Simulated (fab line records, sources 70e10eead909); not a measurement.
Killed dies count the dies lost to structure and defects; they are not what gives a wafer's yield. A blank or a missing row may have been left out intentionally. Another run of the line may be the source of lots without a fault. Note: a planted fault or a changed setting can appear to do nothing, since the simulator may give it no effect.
Matching of chambers | flow nand-harc | 4 sister chambers for NHARC_P_M2_DESCUM_14 on rie-diel-06
The step chemistry O2, time 3 s. 4 wafers are shown with their chamber, then 11 later ones without.

## WAFERS WITH THEIR CHAMBER
wafer  | chamber | showerhead-plenum-p-Torr (Torr)
L088.2 | 2       | 1.81
L087.4 | 1       | 1.90
L090.6 | 0       | 1.94
L091.1 | 3       | 1.97

## WAFERS WITH NO CHAMBER GIVEN
wafer  | showerhead-plenum-p-Torr (Torr)
L091.4 | 1.81
L091.6 | 1.97
L093.1 | 1.97
L093.4 | 1.89
L093.5 | 1.80
L096.1 | 1.89
L096.4 | 1.97
L096.5 | 1.94
L097.2 | 1.94
L097.3 | 1.80
L097.6 | 1.80

## EACH ONE'S CHAMBER
wafer  | from the rows above | in truth
L091.4 | 2                   | 2
L091.6 | 3                   | 3
L093.1 | 3                   | 3
L093.4 | 1                   | 1
L093.5 | 2                   | 2
L096.1 | 1                   | 1
L096.4 | 3                   | 3
L096.5 | 0                   | 0
L097.2 | 0                   | 0
L097.3 | 2                   | 2
L097.6 | 2                   | 2
11 of 11 placed correctly. Number that these rows cannot place: 0. Placed wrongly: 0.
How it was worked out, from the rows above alone: a wafer's distance from a chamber is the root of the sum, over the readings, of the square of ((its reading less the chamber's mean) divided by the reading's scatter). If the next closest chamber is less than 2 further off than the closest, the wafer can't be placed; otherwise it belongs to the closest. A chamber's mean is the mean of its shown wafers. The scatter: root of mean squared gap, hidden wafer to nearest shown wafer, with one shown wafer a chamber.
